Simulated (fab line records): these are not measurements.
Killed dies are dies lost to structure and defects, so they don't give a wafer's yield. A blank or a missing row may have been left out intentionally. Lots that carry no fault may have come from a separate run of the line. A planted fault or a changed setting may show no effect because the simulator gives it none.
Chamber matching :: flow nand harc :: cmp-01 running NHARC_A_M0_CMP_23: 4 sister chambers
The step polishes, t overpolish 20 s, target thk 113.75 nm. 7 wafers are shown with their chamber, then 7 later ones without.

== WAFERS PAIRED WITH THEIR CHAMBERS ==
wafer: L867.3
chamber: 2
motor current A (A): 11.1
time to endpoint s (s): 27.6

wafer: L868.2
chamber: 0
motor current A (A): 12.4
time to endpoint s (s): 32.5

wafer: L868.5
chamber: 1
motor current A (A): 10.9
time to endpoint s (s): 27.1

wafer: L871.3
chamber: 0
motor current A (A): 12.8
time to endpoint s (s): 34.0

wafer: L871.5
chamber: 3
motor current A (A): 13.3
time to endpoint s (s): 31.2

wafer: L872.1
chamber: 3
motor current A (A): 12.0
time to endpoint s (s): 33.4

wafer: L872.2
chamber: 1
motor current A (A): 11.2
time to endpoint s (s): 30.5

== WAFERS WITH NO CHAMBER GIVEN ==
wafer: L872.3
motor current A (A): 11.1
time to endpoint s (s): 32.0

wafer: L883.1
motor current A (A): 12.0
time to endpoint s (s): 25.4

wafer: L883.3
motor current A (A): 12.3
time to endpoint s (s): 32.1

wafer: L883.4
motor current A (A): 11.5
time to endpoint s (s): 27.9

wafer: L884.2
motor current A (A): 12.8
time to endpoint s (s): 35.3

wafer: L884.4
motor current A (A): 11.1
time to endpoint s (s): 33.6

wafer: L884.6
motor current A (A): 12.6
time to endpoint s (s): 32.6

== EACH ONE'S CHAMBER ==
wafer: L872.3
from the rows above: can't be placed: 1 or 2 or 3 or 0
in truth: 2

wafer: L883.1
from the rows above: can't be placed: 2 or 1
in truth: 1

wafer: L883.3
from the rows above: can't be placed: 3 or 0
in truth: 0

wafer: L883.4
from the rows above: can't be placed: 2 or 1
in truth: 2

wafer: L884.2
from the rows above: can't be placed: 0 or 3
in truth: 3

wafer: L884.4
from the rows above: can't be placed: 0 or 1 or 3 or 2
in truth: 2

wafer: L884.6
from the rows above: can't be placed: 3 or 0
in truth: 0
Correctly placed: 0 of 7. From these rows, 7 cannot be placed; in 7 the true chamber is one of the candidates. Number placed wrongly: 0.
How it was worked out, from the rows above alone: a wafer's distance from a chamber is the root of the sum, over the readings, of the square of ((its reading less the chamber's mean) divided by the reading's scatter). The wafer belongs to the nearest chamber; if the next one is less than 2 further off, it can't be placed. The mean given for a chamber averages the wafers shown for that chamber. The scatter is the square root of a quotient: the sum, over the shown wafers, of each reading's squared deviation from its chamber's mean, divided by wafers minus chambers.
